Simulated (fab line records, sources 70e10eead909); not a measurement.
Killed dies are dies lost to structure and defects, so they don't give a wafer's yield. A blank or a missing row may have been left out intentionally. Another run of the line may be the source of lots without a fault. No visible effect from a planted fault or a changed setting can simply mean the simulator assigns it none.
A lot that was struck, set against a sound lot ; flow nand_harc ; 12 out of 1302 route steps
Sound: these wafers, L797.1, L797.2, L797.3. Struck: wafers L804.2, L804.3, L804.4. The cause is given at the end.
Order at every step that has rows: each side's tool, ch and its chambers, its first start. Under that, the readings that differ: sound wafers ; struck wafers ; difference of the means ; sigmas: that difference in standard deviations of wafers without a fault.
alike: same words and numbers on both sides, and readings whose means sit less than 2 such deviations apart. not compared: any withheld reading, any reading some wafer has no value for, any bound like >300 that may hide the same value, and any number with overlapping values for which the record gives no deviation.
A row with sigmas, a row that says differs or no value, or rows on one side alone: a step with any of these is where the two part. Numbers that don't overlap but have no deviation are shown without sigmas and don't part them. A reading that every wafer of one side lacks parts them only if that side has two wafers or more.

NHARC_A_STAIRCASE_ETCHBACK_416: etches the open film in C4F8/O2/Ar, target depth 36 nm, time 7.2 s.
  sound: rie_diel-05 ch 1,2,3; struck: rie_diel-05 ch 0,1,2
reading;sound;struck;difference;sigmas
rf_hours_counter_h (h);14 13 14;32 41 41;+24;
  alike: oes_product_au, rf_vpp_V
NHARC_A_STAIRCASE_STRIP_476: strips in O2, time 20 s.
  sound on rie_diel-05 ch 1,2,3, day 19 22:28; struck on rie_diel-05 ch 1,2,3, day 23 00:53
reading;sound;struck;difference;sigmas
rf_hours_counter_h (h);14 14 13;42 41 41;+28;
  alike: drypump_motor_current_A, oes_product_au, rf_vpp_V, showerhead_plenum_p_Torr, throttle_valve_pct
then, 4 steps without rows for these wafers: NHARC_A_STAIRCASE_DEP_417 (deposits Si3N4, target thk 60 nm); NHARC_A_STAIRCASE_WET_418 (chemistry H3PO4, target depth 20 nm); NHARC_A_STAIRCASE_PRECLEAN_419 (cleans in SC1); NHARC_A_STAIRCASE_SRD_421.
NHARC_A_STAIRCASE_ALD_420: deposits SiO2, target thk 20 nm, pulse time 6 s, ald cycles 200.
  sound on ald_hk-04 ch 1,2,3, day 20 02:14; struck on ald_hk-01 ch 0,1,3, day 23 03:46
reading;sound;struck;difference;sigmas
since_wet_clean_h (h);13 13 13;47 47 47;+34;
  alike: heater_power_w, precursor_pulse_height_rel
then, 1 step without rows for these wafers: NHARC_A_STAIRCASE_CVD_552 (deposits SiNx, target thk 40 nm).
NHARC_A_STAIRCASE_DEP_151: deposits SiO2, target thk 7200 nm.
  sound on pecvd-02 ch 0,1,2, day 20 10:19; struck on pecvd-03 ch 0,1,2, day 23 11:59
  alike: heater_power_w
  not compared: since_wet_clean_h
then, 1 step without rows for these wafers: NHARC_A_STAIRCASE_ANNEAL_320 (time 1800 s).
NHARC_A_STAIRCASE_DEP_322: deposits SiO2, target thk 7200 nm.
  sound on pecvd-03 ch 0,1,2, day 20 17:34; struck on pecvd-02 ch 0,1,2, day 23 19:05
  alike: heater_power_w
  not compared: since_wet_clean_h
NHARC_A_STAIRCASE_ANNEAL_323: time 1800 s.
  struck on furnace-07, day 23 20:07; sound on furnace-02 ch 0, day 20 23:12
  no value came back on the struck wafers for any of 5 readings (run_length_s (s), spike_tc_bottom_C (C) and others); on the sound wafers run_length_s (s) reads 1818 1818 1818

## WHERE THEY PART
Only at NHARC_A_STAIRCASE_ANNEAL_323, as far as this record shows.

WHY: what had been put in by the simulator
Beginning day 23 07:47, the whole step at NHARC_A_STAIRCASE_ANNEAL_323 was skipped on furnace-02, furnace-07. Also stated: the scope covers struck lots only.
